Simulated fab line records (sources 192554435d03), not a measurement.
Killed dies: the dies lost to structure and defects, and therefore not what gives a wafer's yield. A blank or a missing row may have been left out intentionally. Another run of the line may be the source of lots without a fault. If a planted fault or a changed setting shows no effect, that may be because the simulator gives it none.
Matching of chambers :: flow n5Finfet :: 4 sister chambers for N5_BEOL_M9_STRIP_36 on rieDiel-06
The step strips in N2/H2. 8 wafers are shown with their chamber, then 8 later ones without.

WAFERS PAIRED WITH THEIR CHAMBERS
wafer: L076.3
chamber: 3
showerheadPlenumPTorr (Torr): 2.56
throttleValvePct (%): 23.34

wafer: L077.2
chamber: 1
showerheadPlenumPTorr (Torr): 2.51
throttleValvePct (%): 23.29

wafer: L081.5
chamber: 3
showerheadPlenumPTorr (Torr): 2.55
throttleValvePct (%): 23.34

wafer: L087.5
chamber: 1
showerheadPlenumPTorr (Torr): 2.51
throttleValvePct (%): 23.33

wafer: L090.2
chamber: 2
showerheadPlenumPTorr (Torr): 2.62
throttleValvePct (%): 24.02

wafer: L090.4
chamber: 0
showerheadPlenumPTorr (Torr): 2.47
throttleValvePct (%): 23.80

wafer: L090.6
chamber: 2
showerheadPlenumPTorr (Torr): 2.62
throttleValvePct (%): 24.04

wafer: L091.1
chamber: 0
showerheadPlenumPTorr (Torr): 2.47
throttleValvePct (%): 23.80

WAFERS MISSING THEIR CHAMBER
wafer: L091.3
showerheadPlenumPTorr (Torr): 2.62
throttleValvePct (%): 24.01

wafer: L091.6
showerheadPlenumPTorr (Torr): 2.62
throttleValvePct (%): 24.04

wafer: L094.1
showerheadPlenumPTorr (Torr): 2.46
throttleValvePct (%): 23.82

wafer: L094.2
showerheadPlenumPTorr (Torr): 2.50
throttleValvePct (%): 23.36

wafer: L094.6
showerheadPlenumPTorr (Torr): 2.50
throttleValvePct (%): 23.37

wafer: L095.1
showerheadPlenumPTorr (Torr): 2.54
throttleValvePct (%): 23.38

wafer: L095.3
showerheadPlenumPTorr (Torr): 2.46
throttleValvePct (%): 23.82

wafer: L095.5
showerheadPlenumPTorr (Torr): 2.54
throttleValvePct (%): 23.39

CHAMBER TAKEN BY EACH
wafer: L091.3
from the rows above: 2
in truth: 2

wafer: L091.6
from the rows above: 2
in truth: 2

wafer: L094.1
from the rows above: 0
in truth: 0

wafer: L094.2
from the rows above: 1
in truth: 1

wafer: L094.6
from the rows above: 1
in truth: 1

wafer: L095.1
from the rows above: 3
in truth: 3

wafer: L095.3
from the rows above: 0
in truth: 0

wafer: L095.5
from the rows above: 3
in truth: 3
Correct placement for 8 of the 8. Number that these rows cannot place: 0. 0 placed wrongly.
How it was worked out, from the rows above alone: a wafer's distance from a chamber is the root of the sum, over the readings, of the square of ((its reading less the chamber's mean) divided by the reading's scatter). The wafer belongs to the nearest chamber; if the next one is less than 2 further off, it can't be placed. For every chamber, the mean is computed from those of its wafers that are shown. The scatter is the square root of a quotient: the sum, over the shown wafers, of each reading's squared deviation from its chamber's mean, divided by wafers minus chambers.
